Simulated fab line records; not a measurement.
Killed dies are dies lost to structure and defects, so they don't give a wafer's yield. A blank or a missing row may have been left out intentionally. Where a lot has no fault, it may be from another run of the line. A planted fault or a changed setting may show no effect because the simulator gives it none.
Chamber matching | flow n5_finfet | N5_BEOL_M14_ETCH_59 on rie_diel-05 has 4 sister chambers
The step etches BARC in N2/H2, target depth 89 nm, overetch 26.7 nm, time 67.9 s. 20 wafers are shown with their chamber, then 10 later ones without.

== WAFERS WITH THEIR CHAMBER ==
wafer  | chamber | showerhead_plenum_p_Torr (Torr) | drypump_motor_current_A (A) | oes_product_au (a.u.)
L079.1 | 3       | 2.70                            | 5.2                         | 0.72
L079.2 | 2       | 2.62                            | 6.6                         | 0.79
L079.5 | 2       | 2.63                            | 6.6                         | 0.80
L080.1 | 1       | 2.47                            | 5.6                         | 0.69
L080.4 | 0       | 2.48                            | 5.8                         | 0.72
L080.5 | 0       | 2.48                            | 5.8                         | 0.72
L081.3 | 2       | 2.62                            | 6.6                         | 0.78
L081.4 | 0       | 2.47                            | 5.8                         | 0.72
L081.6 | 0       | 2.47                            | 5.8                         | 0.71
L083.1 | 1       | 2.46                            | 5.6                         | 0.68
L083.3 | 0       | 2.47                            | 5.8                         | 0.71
L083.5 | 2       | 2.62                            | 6.5                         | 0.78
L084.3 | 2       | 2.62                            | 6.6                         | 0.79
L084.4 | 0       | 2.47                            | 5.7                         | 0.71
L084.6 | 1       | 2.46                            | 5.7                         | 0.69
L088.1 | 3       | 2.69                            | 5.2                         | 0.69
L088.3 | 1       | 2.46                            | 5.6                         | 0.68
L088.4 | 0       | 2.47                            | 5.8                         | 0.71
L086.1 | 2       | 2.62                            | 6.5                         | 0.77
L086.3 | 3       | 2.69                            | 5.2                         | 0.70

SIGNATURES, as means of the wafers listed above
reading                  | chamber 0 | chamber 1 | chamber 2 | chamber 3 | scatter within a chamber
showerhead_plenum_p_Torr | 2.4729    | 2.4625    | 2.6217    | 2.6933    | 0.00479
drypump_motor_current_A  | 5.786     | 5.625     | 6.567     | 5.200     | 0.0429
oes_product_au           | 0.7143    | 0.6850    | 0.7850    | 0.7033    | 0.00897
Rule: a wafer's distance from a chamber is the root of the sum, over the readings, of the square of ((its reading less the chamber's mean) divided by the reading's scatter). The wafer belongs to the nearest chamber; if the next one is less than 2 further off, it can't be placed. The scatter: the root of (the sum of the squares of (reading less its chamber's mean) over the shown wafers, divided by (wafers less chambers)).

== WAFERS WITHOUT THEIR CHAMBER ==
wafer  | showerhead_plenum_p_Torr (Torr) | drypump_motor_current_A (A) | oes_product_au (a.u.)
L086.4 | 2.47                            | 5.8                         | 0.70
L092.1 | 2.46                            | 5.7                         | 0.66
L092.2 | 2.61                            | 6.6                         | 0.76
L092.3 | 2.47                            | 5.8                         | 0.69
L095.1 | 2.68                            | 5.2                         | 0.68
L095.3 | 2.46                            | 5.8                         | 0.69
L095.6 | 2.46                            | 5.8                         | 0.68
L094.3 | 2.61                            | 6.5                         | 0.74
L094.5 | 2.61                            | 6.5                         | 0.74
L094.6 | 2.68                            | 5.2                         | 0.68

== CHAMBER TAKEN BY EACH ==
wafer  | from the rows above     | in truth
L086.4 | 0                       | 0
L092.1 | 1                       | 1
L092.2 | 2                       | 2
L092.3 | can't be placed: 0 or 1 | 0
L095.1 | 3                       | 3
L095.3 | can't be placed: 0 or 1 | 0
L095.6 | can't be placed: 1 or 0 | 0
L094.3 | 2                       | 2
L094.5 | 2                       | 2
L094.6 | 3                       | 3
Correctly placed: 7 of 10. These rows do not allow placing 3 (true chamber among the candidates in 3). Placed wrongly: 0.
